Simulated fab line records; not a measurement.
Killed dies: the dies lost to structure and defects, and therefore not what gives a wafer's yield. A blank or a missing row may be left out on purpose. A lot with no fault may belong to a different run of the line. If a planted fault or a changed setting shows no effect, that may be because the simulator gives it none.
Chamber matching ; flow n5_finfet ; N5_BEOL_M6_PECVD_70 on pecvd-03: 3 sister chambers
The step deposits SiO2 from TEOS/O2, target thk 20 nm, time 22.7 s. 18 wafers are shown with their chamber, then 9 later ones without.

== WAFERS, EACH WITH ITS CHAMBER ==
wafer;chamber;showerhead_plenum_p_Torr (Torr);throttle_valve_pct (%);heater_power_w (W)
L076.1;2;8.70;22.1;747
L076.2;0;8.80;22.4;892
L076.4;2;8.73;22.0;761
L077.2;0;8.79;22.9;790
L077.5;1;8.87;22.3;807
L077.6;2;8.73;22.1;741
L080.3;1;8.89;22.3;748
L080.5;2;8.70;22.4;826
L080.6;0;8.79;22.9;849
L087.1;1;8.91;22.3;775
L087.3;1;8.90;22.0;768
L087.5;1;8.89;22.5;783
L086.1;0;8.81;22.8;773
L086.2;1;8.88;22.4;685
L086.3;2;8.70;22.0;816
L086.4;2;8.71;22.3;831
L086.5;0;8.78;23.0;745
L086.6;1;8.87;22.1;666

SIGNATURES (means of the wafers above)
reading;chamber 0;chamber 1;chamber 2;scatter within a chamber
showerhead_plenum_p_Torr;8.7940;8.8871;8.7117;0.014
throttle_valve_pct;22.800;22.271;22.150;0.188
heater_power_w;809.80;747.43;787.00;51.3
Rule: distance of a wafer from a chamber = root of the sum over the readings of ((wafer's reading minus chamber's mean) / reading's scatter) squared. The wafer belongs to the nearest chamber; if the next one is less than 2 further off, it can't be placed. The scatter: the root of (the sum of the squares of (reading less its chamber's mean) over the shown wafers, divided by (wafers less chambers)).

== WAFERS WITHOUT THEIR CHAMBER ==
wafer;showerhead_plenum_p_Torr (Torr);throttle_valve_pct (%);heater_power_w (W)
L088.2;8.89;22.6;669
L088.3;8.72;22.2;680
L088.5;8.70;22.2;680
L092.2;8.72;22.2;848
L092.3;8.78;22.9;827
L092.5;8.72;22.3;688
L097.1;8.72;22.7;724
L097.2;8.79;22.7;875
L097.3;8.87;22.4;775

== CHAMBER TAKEN BY EACH ==
wafer;from the rows above;in truth
L088.2;1;1
L088.3;2;2
L088.5;2;2
L092.2;2;2
L092.3;0;0
L092.5;2;2
L097.1;2;2
L097.2;0;0
L097.3;1;1
Placed correctly: 9 of 9. From these rows, 0 cannot be placed. Wrongly placed: 0.
